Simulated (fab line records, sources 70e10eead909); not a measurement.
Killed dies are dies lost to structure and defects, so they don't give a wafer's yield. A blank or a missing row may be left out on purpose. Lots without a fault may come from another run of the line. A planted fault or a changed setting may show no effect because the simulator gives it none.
Which tool did it? | flow nand_harc | 6 lots, 17 wafers sampled, at 4 steps of a route of 1302

WHAT THE GAUGES READ, wafer by wafer
NHARC_END_SORT_01.
lot  | measured     | on        | killed_at_other
L445 | day 25 01:35 | prober-01 | 0 0 0
L453 | day 28 10:43 | prober-02 | 0 3
L456 | day 29 07:48 | prober-01 | 4 0 0
L462 | day 31 23:41 | prober-01 | 0 0 0
L464 | day 33 04:19 | prober-02 | 4 3 3
L466 | day 34 00:10 | prober-01 | 1 0 0

WHICH TOOL RAN EACH LOT (tool, then ch and the chambers of the sampled wafers, then the start)
lot  | NHARC_A_CHANNEL_HOLE_D1_ETCH_34    | NHARC_A_CHANNEL_HOLE_D1_ETCH_24  | NHARC_A_CHANNEL_HOLE_D1_ETCH_26
L445 | rie_diel-09 ch 0,2, day 9 09:02    | har_etch-01 ch 0,1, day 9 14:18  | har_etch-01 ch 0,1, day 9 15:57
L453 | rie_diel-09 ch 1,2, day 12 21:12   | har_etch-01 ch 0,1, day 13 00:38 | har_etch-01 ch 0,1, day 13 02:17
L456 | rie_diel-13 ch 1,3, day 13 22:31   | har_etch-02 ch 0,1, day 14 01:30 | har_etch-02 ch 0,1, day 14 03:04
L462 | rie_diel-13 ch 0,1,2, day 16 12:47 | har_etch-01 ch 0,1, day 16 15:40 | har_etch-01 ch 0,1, day 16 17:20
L464 | rie_diel-13 ch 0,1,3, day 17 09:23 | har_etch-01 ch 0,1, day 17 13:47 | har_etch-01 ch 0,1, day 17 15:09
L466 | rie_diel-09 ch 1,2,3, day 18 08:20 | har_etch-02 ch 0,1, day 18 11:27 | har_etch-02 ch 0,1, day 18 12:53
- NHARC_A_CHANNEL_HOLE_D1_ETCH_34: etches the open film in CF4/CHF3, target depth 154 nm, time 77 s.
- NHARC_A_CHANNEL_HOLE_D1_ETCH_24: etches the open film in C4F8/O2/Ar, time 906.2 s, target depth 1500 nm.
- NHARC_A_CHANNEL_HOLE_D1_ETCH_26: etches the open film in C4F8/O2/Ar, time 224.1 s, target depth 300 nm.

THE ANSWER, worked out from the rows above alone
Rule: what is usual is taken from the lots themselves. Put in order of their means at a reading, lots are off if they are a third of the lots or fewer, leave a main group of 4 or more, and stand apart from it by a gap of 3 or more times the standard deviation of the main group's means; of several such gaps the widest counts. A main group whose means are all the same, to the digits that the tables above print for the reading, isn't used. A lot without any number at a reading at which 4 lots or more have one is off too. The other lots that the step has rows for count as sound.
No lot is off at any reading shown: from this, nothing can be told.

WHAT THE SIMULATOR HAD PUT IN
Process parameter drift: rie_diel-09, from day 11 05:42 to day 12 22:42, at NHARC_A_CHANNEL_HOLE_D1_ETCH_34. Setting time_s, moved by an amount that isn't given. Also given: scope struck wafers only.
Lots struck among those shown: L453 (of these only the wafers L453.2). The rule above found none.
